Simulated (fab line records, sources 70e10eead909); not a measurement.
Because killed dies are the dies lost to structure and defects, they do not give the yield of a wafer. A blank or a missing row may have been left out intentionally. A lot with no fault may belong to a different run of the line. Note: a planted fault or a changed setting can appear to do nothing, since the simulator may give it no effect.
Which of the tools did it? ; flow nandHarc ; 30 wafers from 10 lots sampled at 7 of the route's 1159 steps

WHAT EACH GAUGE READ, for each wafer
NHARC_A_M1_CD_MEAS_09 targets a cd of 120 nm.
lot;measured;on;cdNm (nm)
L899;day 17 15:40;cdSem-02;119.8 121.3 120.0
L901;day 18 00:43;cdSem-03;119.7 120.5 120.0
L904;day 18 20:25;cdSem-02;119.8 119.2 119.4
L905;day 18 23:38;cdSem-03;119.0 120.3 118.7
L902;day 19 05:13;cdSem-01;119.4 120.3 119.6
L906;day 20 01:32;cdSem-01;119.6 119.1 119.3
L909;day 20 23:24;cdSem-01;119.7 119.6 119.1
L913;day 21 17:10;cdSem-03;125.2 125.4 125.7 125.2 125.1 125.6
L916;day 22 10:41;cdSem-03;124.2 123.7 124.3 124.2 123.6 124.5
L920;day 23 08:27;cdSem-03;119.4 120.8 120.0

NHARC_A_M1_CD_MEAS_16.
lot;measured;on;cdNm (nm)
L899;day 17 16:09;cdSem-02;120.0 122.0 119.7
L901;day 18 01:23;cdSem-03;120.4 121.1 119.4
L904;day 18 20:55;cdSem-03;118.7 119.7 118.4
L905;day 19 00:07;cdSem-02;119.3 120.6 118.8
L902;day 19 05:43;cdSem-02;119.9 119.9 119.6
L906;day 20 02:04;cdSem-01;120.1 119.6 119.4
L909;day 20 23:55;cdSem-01;119.0 119.1 118.4
L913;day 21 19:56;cdSem-03;124.9 124.9 125.8 124.9 124.8 126.2
L916;day 22 12:18;cdSem-02;125.1 124.2 125.4 125.2 123.8 125.2
L920;day 23 08:56;cdSem-03;120.6 119.5 121.3

NHARC_END_SORT_01.
lot;measured;on;defectLimitedYield (%);killedAtArray;killedAtOther;killedAtPeriphery;killedDies;killedOpen;killedShort;sort_bin_2_pct (%);sort_bin_3_pct (%);sort_bin_4_pct (%);sortNPass;sortRimYieldPct (%);sortYieldPct (%)
L913;day 23 05:09;prober-02;95.0;30;0;4;34;2;1;1.5;0;3.5;643;95;95.0
L916;day 24 04:14;prober-01;95.9;24;0;4;28;6;2;1.5;0.15;2.5;649;96;95.9
L920;day 25 06:34;prober-01;96.8 95.7 97.6;17 27 13;2 0 0;3 2 3;22 29 16;5 3 0;4 2 5;1.3 1.0 0.6;0.30 0.59 0;1.6 2.7 1.8;655 648 661;95 93 98;96.8 95.7 97.6

TOOL THAT RAN EACH LOT (tool first, then ch and the chambers of the sampled wafers, then the start)
lot;NHARC_A_M0_DESCUM_14;NHARC_A_M0_PVD_20;NHARC_A_M1_PEB_07;NHARC_A_M1_PVD_21
L899;rieDiel-06 ch 0,1,2, day 17 11:40;pvdSputter-01, day 17 15:35 or earlier;lithoTrack-06 ch 0, day 17 15:35;pvdSputter-01, no start
L901;rieDiel-06 ch 1,2, day 17 20:51;pvdSputter-02, day 18 00:38 or earlier;lithoTrack-06 ch 0, day 18 00:38;pvdSputter-03, no start
L904;rieDiel-04 ch 0,2,3, day 18 16:32;pvdSputter-03, day 18 20:20 or earlier;lithoTrack-04 ch 0, day 18 20:20;pvdSputter-03, no start
L905;rieDiel-06 ch 1,2,3, day 18 19:47;pvdSputter-02, day 18 23:33 or earlier;lithoTrack-06 ch 0, day 18 23:33;pvdSputter-02, no start
L902;rieDiel-06 ch 0,1,3, day 19 01:09;pvdSputter-02, day 19 05:08 or earlier;lithoTrack-01 ch 0, day 19 05:08;pvdSputter-03, no start
L906;rieDiel-04 ch 1,2, day 19 21:19;pvdSputter-01, day 20 01:28 or earlier;lithoTrack-01 ch 0, day 20 01:28;pvdSputter-01, no start
L909;rieDiel-06 ch 0,2,3, day 20 19:13;pvdSputter-01, day 20 23:19 or earlier;lithoTrack-01 ch 0, day 20 23:19;pvdSputter-02, no start
L913;rieDiel-11 ch 0,3, day 21 13:19;pvdSputter-01, day 21 17:05 or earlier;lithoTrack-01 ch 0, day 21 17:05;pvdSputter-02, day 23 05:09 or earlier
L916;rieDiel-11 ch 0,1,2, day 22 06:33;pvdSputter-02, day 22 10:36 or earlier;lithoTrack-01 ch 0, day 22 10:36;pvdSputter-02, day 24 04:14 or earlier
L920;rieDiel-06 ch 1,2,3, day 23 03:51;pvdSputter-01, day 23 08:22 or earlier;lithoTrack-06 ch 0, day 23 08:22;pvdSputter-02, day 25 06:34 or earlier
- NHARC_A_M0_DESCUM_14: chemistry O2, time 3 s.
- NHARC_A_M0_PVD_20: deposits TaN, target thk 5 nm, time 8.06 s.
- NHARC_A_M1_PEB_07: peb time 65 s.
- NHARC_A_M1_PVD_21: deposits Cu, target thk 30 nm, time 20.49 s.

AS READ BY THE TOOLS THEMSELVES (means over the sampled wafers that have a number; for cases with no such wafer, the mark the record gives instead)
NHARC_A_M0_DESCUM_14.
lot;tool;drypumpMotorCurrentA (A);oesProductAu (a.u.);rfVppV (V);showerheadPlenumPTorr (Torr);throttleValvePct (%)
L899;rieDiel-06;5.6;1.028;58.3;1.87;11.310
L901;rieDiel-06;5.9;1.012;57.3;1.88;11.322
L904;rieDiel-04;6.2;0.996;58.1;1.95;11.308
L905;rieDiel-06;5.8;1.016;57.8;1.90;11.314
L902;rieDiel-06;5.3;1.013;58.1;1.83;11.310
L906;rieDiel-04;6.3;1.003;57.8;1.94;11.313
L909;rieDiel-06;5.5;1.012;56.8;1.88;11.319
L913;rieDiel-11;5.4;0.994;58.3;2.04;11.307
L916;rieDiel-11;6.2;0.990;57.5;1.91;11.318
L920;rieDiel-06;5.8;1.003;57.3;1.90;11.311

NHARC_A_M0_PVD_20.
lot;tool;chamberPressurePa (Pa);throttleValvePct (%)
L899;pvdSputter-01;0.12;30.2
L901;pvdSputter-02;0.12;28.8
L904;pvdSputter-03;0.12;31.1
L905;pvdSputter-02;0.12;28.9
L902;pvdSputter-02;0.12;30.3
L906;pvdSputter-01;0.12;30.1
L909;pvdSputter-01;0.12;30.1
L913;pvdSputter-01;0.12;30.2
L916;pvdSputter-02;0.12;29.8
L920;pvdSputter-01;0.12;30.4

NHARC_A_M1_PEB_07.
lot;tool;heaterPowerTotalW (W);plateTempC (C)
L899;lithoTrack-06;156.8;99.92
L901;lithoTrack-06;156.3;100.00
L904;lithoTrack-04;156.3;99.91
L905;lithoTrack-06;156.6;100.09
L902;lithoTrack-01;156.6;100.02
L906;lithoTrack-01;156.2;99.81
L909;lithoTrack-01;156.6;100.01
L913;lithoTrack-01;160.5;101.84
L916;lithoTrack-01;160.2;101.68
L920;lithoTrack-06;156.3;99.84

NHARC_A_M1_PVD_21.
lot;tool;chamberPressurePa (Pa);throttleValvePct (%)
L899;pvdSputter-01;5.011;30.1
L901;pvdSputter-03;5.008;31.3
L904;pvdSputter-03;4.993;31.2
L905;pvdSputter-02;5.001;29.5
L902;pvdSputter-03;4.998;31.1
L906;pvdSputter-01;5.001;30.3
L909;pvdSputter-02;5.002;28.9
L913;pvdSputter-02;4.988;29.5
L916;pvdSputter-02;4.993;28.9
L920;pvdSputter-02;5.001;28.8

THE ANSWER, worked out from the rows above alone
Rule: usual is defined by the lots themselves. Put in order of their means at a reading, lots are off if they are a third of the lots or fewer, leave a main group of 4 or more, and stand apart from it by a gap of 3 or more times the standard deviation of the main group's means; of several such gaps the widest counts. The tables above print the reading to a certain number of digits; a main group whose means all agree to those digits is not used. A lot without any number at a reading at which 4 lots or more have one is off too. All remaining lots with rows at the step are treated as sound. Order of review: gauges by route order, followed by the tools' own readings, for which a lot's mean as printed above is used. The first step at which some lot is off is used, and at that step the reading that is off furthest; a lot without a number counts as furthest.
Off, at NHARC_A_M1_CD_MEAS_09 on cdNm: L913, L916. The main group has a mean of 119.7 nm with a standard deviation of 0.37.
If a tool, at a process step before that reading, ran all the lots that are off and no sound lot after the first of them, it fits. The gauges at NHARC_A_M1_CD_MEAS_09 aren't tried: what is off there is off at NHARC_A_M1_PEB_07 too, on other tools, and a gauge's error can't cause that. With no start given for some of its lots, NHARC_A_M0_PVD_20 uses the hours and lot order of NHARC_A_M1_PEB_07. This does not decide it: 2 tools fit, namely rieDiel-11 at NHARC_A_M0_DESCUM_14 and lithoTrack-01 at NHARC_A_M1_PEB_07.

WHAT HAD BEEN PUT IN BY THE SIMULATOR
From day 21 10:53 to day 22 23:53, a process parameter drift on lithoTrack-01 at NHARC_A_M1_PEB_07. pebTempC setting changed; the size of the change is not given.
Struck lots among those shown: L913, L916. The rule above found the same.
